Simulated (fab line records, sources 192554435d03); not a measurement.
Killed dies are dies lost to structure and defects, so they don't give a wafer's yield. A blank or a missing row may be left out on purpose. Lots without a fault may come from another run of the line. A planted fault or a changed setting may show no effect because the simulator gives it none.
Chamber matching | flow n5_finfet | N5_BEOL_M7_STRIP_36 on rie_diel-05: 4 sister chambers
The step strips in N2/H2. 14 wafers are shown with their chamber, then 7 later ones without.

WAFERS WITH THEIR CHAMBER
wafer  | chamber | showerhead_plenum_p_Torr (Torr) | drypump_motor_current_A (A) | throttle_valve_pct (%)
L076.1 | 0       | 2.43                            | 5.1                         | 23.8
L076.3 | 3       | 2.63                            | 5.8                         | 23.9
L076.6 | 0       | 2.43                            | 5.1                         | 23.8
L077.2 | 1       | 2.59                            | 5.9                         | 22.9
L077.4 | 2       | 2.44                            | 5.0                         | 23.6
L077.6 | 0       | 2.43                            | 5.2                         | 23.8
L087.2 | 1       | 2.58                            | 5.9                         | 23.0
L087.5 | 3       | 2.62                            | 5.8                         | 23.9
L087.6 | 2       | 2.44                            | 5.0                         | 23.6
L088.1 | 1       | 2.58                            | 6.0                         | 22.9
L088.4 | 0       | 2.43                            | 5.1                         | 23.8
L088.5 | 2       | 2.44                            | 5.0                         | 23.6
L089.1 | 0       | 2.42                            | 5.1                         | 23.8
L089.4 | 2       | 2.44                            | 5.0                         | 23.7

SIGNATURES (means of the wafers above)
reading                  | chamber 0 | chamber 1 | chamber 2 | chamber 3 | scatter within a chamber
showerhead_plenum_p_Torr | 2.4280    | 2.5833    | 2.4400    | 2.6250    | 0.00443
drypump_motor_current_A  | 5.120     | 5.933     | 5.000     | 5.800     | 0.0383
throttle_valve_pct       | 23.800    | 22.933    | 23.625    | 23.900    | 0.0376
Rule: a wafer's distance from a chamber is the root of the sum, over the readings, of the square of ((its reading less the chamber's mean) divided by the reading's scatter). The wafer belongs to the nearest chamber; if the next one is less than 2 further off, it can't be placed. The scatter: the root of (the sum of the squares of (reading less its chamber's mean) over the shown wafers, divided by (wafers less chambers)).

WAFERS WITHOUT THEIR CHAMBER
wafer  | showerhead_plenum_p_Torr (Torr) | drypump_motor_current_A (A) | throttle_valve_pct (%)
L089.6 | 2.42                            | 5.1                         | 23.8
L090.3 | 2.44                            | 5.1                         | 23.6
L090.4 | 2.61                            | 5.8                         | 23.9
L090.6 | 2.58                            | 6.0                         | 23.0
L096.4 | 2.42                            | 5.2                         | 23.7
L096.5 | 2.57                            | 5.9                         | 22.9
L096.6 | 2.42                            | 5.1                         | 23.8

WHICH CHAMBER EACH WENT THROUGH
wafer  | from the rows above | in truth
L089.6 | 0                   | 0
L090.3 | 2                   | 2
L090.4 | 3                   | 3
L090.6 | 1                   | 1
L096.4 | 0                   | 0
L096.5 | 1                   | 1
L096.6 | 0                   | 0
Placed correctly: 7 of 7. Can't be placed from these rows: 0. Placed wrongly: 0.
